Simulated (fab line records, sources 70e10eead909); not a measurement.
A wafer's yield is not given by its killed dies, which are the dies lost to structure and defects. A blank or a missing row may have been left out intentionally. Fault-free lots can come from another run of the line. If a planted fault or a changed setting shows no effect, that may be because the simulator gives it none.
Which of the tools did it? / flow nandHarc / route of 1159 steps, sampled at 1 step: 12 lots, 36 wafers

WHAT THE GAUGES SHOWED, per wafer
NHARC_A_CONTACT_CD_MEAS_80.
lot=L074; measured=day 16 20:59; on=cdSem-03; cdNm (nm)=188.0 188.0 187.4
lot=L078; measured=day 17 09:04; on=cdSem-01; cdNm (nm)=188.0 188.6 188.0
lot=L076; measured=day 17 14:39; on=cdSem-03; cdNm (nm)=189.8 189.8 189.6
lot=L082; measured=day 18 21:58; on=cdSem-03; cdNm (nm)=189.8 189.9 190.2
lot=L084; measured=day 19 03:59; on=cdSem-02; cdNm (nm)=189.1 189.6 188.6
lot=L088; measured=day 20 00:12; on=cdSem-02; cdNm (nm)=189.0 188.2 188.2
lot=L085; measured=day 20 04:29; on=cdSem-01; cdNm (nm)=190.4 190.3 190.4
lot=L090; measured=day 20 13:08; on=cdSem-02; cdNm (nm)=189.5 189.6 189.6
lot=L089; measured=day 20 17:05; on=cdSem-03; cdNm (nm)=189.8 189.7 189.6
lot=L092; measured=day 22 02:24; on=cdSem-02; cdNm (nm)=189.0 188.8 188.4
lot=L096; measured=day 22 05:48; on=cdSem-03; cdNm (nm)=189.8 190.4 189.6
lot=L097; measured=day 22 17:24; on=cdSem-02; cdNm (nm)=190.2 189.8 189.9

TOOL THAT RAN EACH LOT (tool first, then ch and the chambers of the sampled wafers, then the start)
There is no process step in the record ahead of these readings.

THE ANSWER, worked out from the rows above alone
Rule: the usual values come from the lots themselves. Put in order of their means at a reading, lots are off if they are a third of the lots or fewer, leave a main group of 4 or more, and stand apart from it by a gap of 3 or more times the standard deviation of the main group's means; of several such gaps the widest counts. A main group is skipped when, at the precision printed for the reading in the tables above, its means are all equal. A lot without any number at a reading at which 4 lots or more have one is off too. Where the step has rows for the other lots, those lots are counted as sound.
Across all readings shown, no lot is off: no conclusion can be drawn from this.

WHAT THE SIMULATOR HAD PUT IN
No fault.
